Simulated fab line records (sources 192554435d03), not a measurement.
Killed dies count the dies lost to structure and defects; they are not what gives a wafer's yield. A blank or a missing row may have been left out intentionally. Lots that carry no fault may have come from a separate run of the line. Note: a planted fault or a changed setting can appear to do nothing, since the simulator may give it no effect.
Split-lot experiment ; flow n5-finfet ; 21 wafers read from 7 lots, route of 1938 steps

## SPLIT DETAILS
At N5_BEOL_M7_VIA_ETCH_34 (etches SiCOH lowk in C4F6/O2, target depth 125.5 nm, time 50.5 s), the setting time-s was moved away from the recipe's 50.5 s on 5 of the 21 wafers read, by +10.6% to +20.8%. This setting was run at the recipe's value on the other wafers.

The reading is taken at the split's own step.

## THE READING
SOC_of_BEOL_M7_COAT_63.thk-nm (the simulator's own value, which no gauge read), in nm, at N5_BEOL_M7_VIA_ETCH_34 (etches SiCOH lowk in C4F6/O2, target depth 125.5 nm, time 50.5 s). No usual value for it is given in the file. Average 53.7 nm, standard deviation 0.14 nm, over the 16 wafers here run with the recipe.

wafer;tool, chamber at the split;time-s as run, s;against the recipe;SOC_of_BEOL_M7_COAT_63.thk-nm, nm;against lot-mates on the recipe
L078.3;rie-diel-05, 2;50.5;recipe;53.6;-
L078.4;rie-diel-05, 0;50.5;recipe;53.4;-
L078.6;rie-diel-05, 3;61.02;+20.8%;52.6;-0.9
L079.1;rie-diel-05, 0;59.82;+18.5%;52.6;-1.1
L079.3;rie-diel-05, 1;50.5;recipe;53.6;-
L079.5;rie-diel-05, 0;50.5;recipe;53.8;-
L083.2;rie-diel-02, 3;59.64;+18.1%;52.8;-1.0
L083.5;rie-diel-02, 3;50.5;recipe;53.8;-
L083.6;rie-diel-02, 0;59.64;+18.1%;52.4;-1.4
L084.2;rie-diel-05, 2;50.5;recipe;53.6;-
L084.3;rie-diel-05, 3;55.85;+10.6%;53.2;-0.4
L084.4;rie-diel-05, 0;50.5;recipe;53.6;-
L085.1;rie-diel-02, 0;50.5;recipe;53.6;-
L085.5;rie-diel-02, 0;50.5;recipe;53.6;-
L085.6;rie-diel-02, 3;50.5;recipe;54;-
L088.1;rie-diel-03, 2;50.5;recipe;53.6;-
L088.3;rie-diel-03, 3;50.5;recipe;53.8;-
L088.5;rie-diel-03, 2;50.5;recipe;53.8;-
L087.1;rie-diel-03, 0;50.5;recipe;53.8;-
L087.2;rie-diel-03, 2;50.5;recipe;53.8;-
L087.3;rie-diel-03, 3;50.5;recipe;53.6;-

FIT RESULTS
A straight line over all 21 wafers: SOC_of_BEOL_M7_COAT_63.thk-nm changes by -0.0567 nm for each +1% of time-s; r = -0.95; the points scatter about the line by 0.15 nm.
The same after taking each lot's own level away (the mean of its wafers on the recipe; 21 wafers): -0.0564 nm for each +1%; r = -0.94; scatter 0.16 nm.
According to that fit, moving time-s by its largest amount changes the reading by 1.2 nm.
The lots' own levels span 53.50 to 53.80 nm, that is 2.1 times the standard deviation above.
The two slopes are in agreement: the lot-to-lot level therefore moves the slope only a little.
Check: for one of the wafers moved furthest among these (+20.8%), held out of the fit, the line's prediction against its lot-mates is -1.28 nm. It came out at -0.9 nm against them.

## THESE WAFERS: OTHER SPLITS
These wafers also went through other splits before the reading. Each is held against what the fit with the lots' levels taken away leaves over:
other split on the same wafers;wafers away from the commonest value;r with SOC_of_BEOL_M7_COAT_63.thk-nm (lot level and that fit taken away)
N5_BEOL_M7_DESCUM_33 time-s;8;-0.10

## THE WHOLE CHAIN: every reading that the file lists as answering this split, in the file's order
step;what it does;reading;change (the file's fit);r (the file's)
N5_BEOL_M7_VIA_ETCH_34;etches SiCOH lowk in C4F6/O2, target depth 125.5 nm, time 50.5 s;etch.depth-nm (the simulator's own value, which no gauge read);+1.16 nm for each +1% of the setting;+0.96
N5_BEOL_M7_VIA_ETCH_34;etches SiCOH lowk in C4F6/O2, target depth 125.5 nm, time 50.5 s;SOC_of_BEOL_M7_COAT_63.thk-nm (the simulator's own value, which no gauge read);-0.0535 nm for each +1% of the setting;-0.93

## FILE'S OWN FIT
SOC_of_BEOL_M7_COAT_63.thk-nm changes by -0.0535 nm for each +1% of time-s, r = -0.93.
